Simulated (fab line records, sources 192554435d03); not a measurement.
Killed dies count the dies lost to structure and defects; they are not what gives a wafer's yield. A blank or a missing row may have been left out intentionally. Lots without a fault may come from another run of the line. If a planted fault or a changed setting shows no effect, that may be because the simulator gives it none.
fab line records    flow n5_finfet
[record] lots = 7  wafers = 39
route steps=1938 shown BEOL_M8@1391 BEOL_M13@1706 MIM_BOT_LITHO@1860
start_h: the number of hours between the record's first day and the start of the first shown wafer of the lot    wait_h: how many hours have passed since the lot's step before this one    " identical to the entry in the row above    L1.1+2: a single row standing in for several wafers    - no value present, or no start provided    * or withheld: withheld    < > ~ a bound
route shown NAME@n: NAME is a module with steps in the file, n the number in the route of the first one    usual: mean and standard deviation over wafers with no fault    same: alike in all rows    chamber/n: place in a boat    sites: the reading at each site    _std_site: their standard deviation    _edge_site: outer sites' mean less inner sites'    radius_mm: for every site, how far away it sits from the centre of the wafer    mask NAME#n: copy n    behind: the most recent tool/chamber to have shaped the wafer    hold: cause of the lot's hold/its duration in hours/its outcome    device: the n, p or np transistor that did not switch    end of line: tests run on the same wafers once the route is complete    a step with no rows: only its recipe    killed: count of dies lost to structure and defects at first sort (not the wafer's yield)    map: per-die view of a wafer (x killed, . not killed, _ where there is no die)
set.NAME: the setting the step ran with; set.NAME@STEP: the setting that earlier step ran with    model.NAME: the simulator's own value behind a step, which no gauge read
lots whose settings were changed on purpose; a table a step, a row a wafer
[[steps]]
[step N5_BEOL_M8_CVD_78]
[recipe] material = Co  target_thk_a = 20  temp_c = withheld  precursor = CCTBA/H2  pressure_torr = 30  time_s = 142.3
lot.wafer     tool       chamber  start_h  wait_h  set.target_thk_a  model.Co_of_BEOL_M8_CVD_78.thk_nm
L084.1        cvd_co-02  1        255.70   0.1     20                1.8
L084.2+6      "          2,0      "        "       20                2
L085.1+3+5    cvd_co-01  0,1,1    278.87   0.1     20                2.2
L085.2+4+6    "          1,0,0    "        "       20                2
L086.1+4      cvd_co-01  0,1      283.55   0.0     8.041             0.8
L086.2        "          1        "        "       20                1.8
L086.3        "          0        "        "       8.041             1
L086.5+6      "          1,0      "        "       20                2
L089.1        cvd_co-01  1        301.52   0.1     30.99             3
L089.2+4+6    "          0,0,1    "        "       20                2
L089.3+5      "          1,0      "        "       30.99             3.2
L090.1+6      cvd_co-02  2,0      311.85   0.0     20                2
L090.2        "          1        "        "       28.73             2.8
L090.3+4      "          0,2      "        "       28.73             3
L090.5        "          1        "        "       20                1.8
L092.1+2+4+5  cvd_co-02  2,1,2,1  323.11   0.0     20                1.8
L092.3+6      "          0        "        "       20                2
L094.1+2+3+5  cvd_co-02  0,2,1,0  332.74   0.3     20                1.8
L094.4        "          2        "        "       20                2
L094.6        "          1        "        "       20                1.6
[step N5_BEOL_M13_SPUTTER_44]
[recipe] material = Ta  target_thk_a = 100  temp_c = 50  bias_v = 80  power_w = 15000  chamber_pressure_pa = 0.07  time_s = 16.13
lot.wafer       tool            chamber  start_h  wait_h  set.time_s  model.Ta_of_BEOL_M13_SPUTTER_44.thk_nm
L084.1          pvd_sputter-02  -        297.99   0.0     16.13       9.8
L084.2+6        "               -        "        "       16.13       10
L085.1+3+4+5    pvd_sputter-02  -        321.62   0.0     16.13       9.8
L085.2+6        "               -        "        "       16.13       10
L086.1+2+4+6    pvd_sputter-02  -        328.66   0.0     16.13       9.8
L086.3+5        "               -        "        "       16.13       9.6
L089.1+4        pvd_sputter-01  -        343.37   0.0     11.16       7.2
L089.2+5        "               -        "        "       16.13       10.2
L089.3          "               -        "        "       11.16       7.6
L089.6          "               -        "        "       16.13       10.4
L090.1+2        pvd_sputter-03  -        348.16   0.0     23.79       15
L090.3+5        "               -        "        "       16.13       10.2
L090.4          "               -        "        "       16.13       10
L090.6          "               -        "        "       23.79       14.8
L092.1+2+4+5+6  pvd_sputter-02  -        358.46   0.0     16.13       9.8
L092.3          "               -        "        "       16.13       10
L094.1+4        pvd_sputter-03  -        369.39   0.0     16.13       10.2
L094.2          "               -        "        "       16.13       10
L094.3+5+6      "               -        "        "       22.35       14
[step N5_BEOL_M13_SPUTTER_45]
[recipe] material = Cu  target_thk_a = 800  temp_c = -20  bias_v = 60  power_w = 26000  chamber_pressure_pa = 0.13  time_s = 13.33
[step N5_BEOL_M13_ECD_47]
[recipe] material = Cu  target_thk_a = 9360
[step N5_BEOL_M13_ANNEAL_48]
[recipe] temp_c = 225  time_s = 90  ambient = N2
[step N5_BEOL_M13_CMP_49]
[recipe] stop_on = SiOC  t_overpolish_s = 17.1  down_force_psi = 1  platen_rpm = 50  clearing_platen_down_force_psi = 1.5  clearing_platen_rpm = 50  post_cmp_clean = cu_alkaline  target_thk_nm = 420  clearing_platen_pad_velocity_m_s = 0.99484  pad_velocity_m_s = 0.99484
[usual] barrier_field_endpoint_s = 30.6/0.95
lot.wafer  tool    chamber  start_h  wait_h  set.time_s@BEOL_M13_SPUTTER_44  barrier_field_endpoint_s
L084.1     cmp-01  0        298.68   0.3     16.13                           30.6
L084.2     "       1        "        "       16.13                           30.5
L084.6     "       3        "        "       16.13                           30.9
L085.2     cmp-02  0        322.27   0.2     16.13                           30.4
L085.3     "       1        "        "       16.13                           29.7
L085.4     "       2        "        "       16.13                           29.0
L085.1     "       3        "        "       16.13                           29.4
L085.5     "       0        "        "       16.13                           30.2
L085.6     "       1        "        "       16.13                           29.6
L086.3     cmp-02  0        329.77   0.2     16.13                           30.1
L086.2     "       1        "        "       16.13                           30.0
L086.1     "       2        "        "       16.13                           28.6
L086.4     "       3        "        "       16.13                           30.1
L086.6     "       0        "        "       16.13                           30.3
L086.5     "       1        "        "       16.13                           29.8
L089.4     cmp-01  3        344.03   0.1     11.16                           26.4
L089.3     "       0        "        "       11.16                           26.8
L089.1     "       1        "        "       11.16                           26.9
L089.2     "       2        "        "       16.13                           30.3
L089.5     "       3        "        "       16.13                           30.1
L089.6     "       0        "        "       16.13                           30.4
L090.1     cmp-02  2        348.99   0.3     23.79                           34.9
L090.2     "       3        "        "       23.79                           36.5
L090.4     "       0        "        "       16.13                           31.2
L090.3     "       1        "        "       16.13                           31.3
L090.5     "       2        "        "       16.13                           29.8
L090.6     "       3        "        "       23.79                           36.9
L092.4     cmp-02  2        359.12   0.1     16.13                           29.3
L092.1     "       3        "        "       16.13                           30.1
L092.3     "       0        "        "       16.13                           31.2
L092.2     "       1        "        "       16.13                           31.2
L092.6     "       2        "        "       16.13                           29.3
L092.5     "       3        "        "       16.13                           30.2
L094.4     cmp-03  2        370.06   0.1     16.13                           31.2
L094.1     "       3        "        "       16.13                           29.8
L094.2     "       0        "        "       16.13                           32.7
L094.3     "       1        "        "       22.35                           36.2
L094.5     "       2        "        "       22.35                           36.3
L094.6     "       3        "        "       22.35                           34.5
[step N5_MIM_BOT_LITHO_DEVELOP_07]
[recipe] develop_time_s = 60  rinse_liquid = diw  dry = air_spin  dev_temp_c = 21
lot.wafer         tool            chamber  start_h  wait_h  set.develop_time_s
L084.1+2+6        litho_track-01  0        -        -       60
L085.1+5+6        litho_track-05  0        -        -       60
L085.2+3+4        "               0        "        "       45.48
L086.1+2+3+4+5+6  litho_track-03  0        -        -       60
L089.1+2+3        litho_track-05  0        -        -       25.87
L089.4+5+6        "               0        "        "       60
L090.1+2+5        litho_track-05  0        -        -       60
L090.3+4+6        "               0        "        "       86.12
L092.1+3+6        litho_track-01  0        -        -       33.02
L092.2+4+5        "               0        "        "       60
L094.1+3+5        litho_track-01  0        -        -       60
L094.2+4+6        "               0        "        "       86.94
[step N5_MIM_BOT_LITHO_HARDBAKE_09]
[recipe] temp_c = 130  time_s = 120
[step N5_MIM_BOT_LITHO_CD_MEAS_08]
[recipe] target_cd_nm = 3000  landing_energy_ev = 500  detector = se_inlens  polarity = opening
[usual] cd_nm = 2999.7/2.4
lot.wafer  tool       chamber  start_h  wait_h  set.develop_time_s@MIM_BOT_LITHO_DEVELOP_07  cd_nm
L084.1     cd_sem-01  0        318.94   -       60                                           2997.6
L084.2     "          0        "        "       60                                           2995.8
L084.6     "          0        "        "       60                                           2999.9
L085.1     cd_sem-01  0        340.19   -       60                                           2999.6
L085.2     "          0        "        "       45.48                                        2994.1
L085.3     "          0        "        "       45.48                                        2991.7
L085.4     "          0        "        "       45.48                                        2992.1
L085.5     "          0        "        "       60                                           2999.8
L085.6     "          0        "        "       60                                           2999.7
L086.1     cd_sem-01  0        345.21   -       60                                           2998.2
L086.2     "          0        "        "       60                                           2998.8
L086.3     "          0        "        "       60                                           2996.1
L086.4     "          0        "        "       60                                           3000.8
L086.5     "          0        "        "       60                                           3000.6
L086.6     "          0        "        "       60                                           2997.5
L089.1     cd_sem-01  0        359.10   -       25.87                                        2982.8
L089.2     "          0        "        "       25.87                                        2984.4
L089.3     "          0        "        "       25.87                                        2984.5
L089.4     "          0        "        "       60                                           3003.6
L089.5     "          0        "        "       60                                           3001.9
L089.6     "          0        "        "       60                                           3002.4
L090.1     cd_sem-01  0        363.36   -       60                                           -
L090.2     "          0        "        "       60                                           2999.7
L090.3     "          0        "        "       86.12                                        3010.4
L090.4     "          0        "        "       86.12                                        -
L090.5     "          0        "        "       60                                           -
L090.6     "          0        "        "       86.12                                        3008.0
L092.1     cd_sem-03  0        377.30   -       33.02                                        2987.6
L092.2     "          0        "        "       60                                           2999.5
L092.3     "          0        "        "       33.02                                        2983.5
L092.4     "          0        "        "       60                                           2996.8
L092.5     "          0        "        "       60                                           3002.4
L092.6     "          0        "        "       33.02                                        2987.7
L094.1     cd_sem-01  0        388.97   -       60                                           2997.6
L094.2     "          0        "        "       86.94                                        3005.7
L094.3     "          0        "        "       60                                           2994.9
L094.4     "          0        "        "       86.94                                        3005.4
L094.5     "          0        "        "       60                                           2998.6
L094.6     "          0        "        "       86.94                                        2999.9
[[key]]
[split] step = N5_BEOL_M8_CVD_78  setting = target_thk_a  stated = 20  by = wafer
[response] step = N5_BEOL_M8_CVD_78  reading = model.Co_of_BEOL_M8_CVD_78.thk_nm  change = +0.02  per = 1%  r = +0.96
[split] step = N5_BEOL_M13_SPUTTER_44  setting = time_s  stated = 16.13  by = wafer
[response] step = N5_BEOL_M13_SPUTTER_44  reading = model.Ta_of_BEOL_M13_SPUTTER_44.thk_nm  change = +0.0996  per = 1%  r = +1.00
[response] step = N5_BEOL_M13_CMP_49  reading = barrier_field_endpoint_s  change = +0.114  per = 1%  r = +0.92
[split] step = N5_MIM_BOT_LITHO_DEVELOP_07  setting = develop_time_s  stated = 60  by = wafer
[response] step = N5_MIM_BOT_LITHO_CD_MEAS_08  reading = cd_nm  change = +0.266  per = 1%  r = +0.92
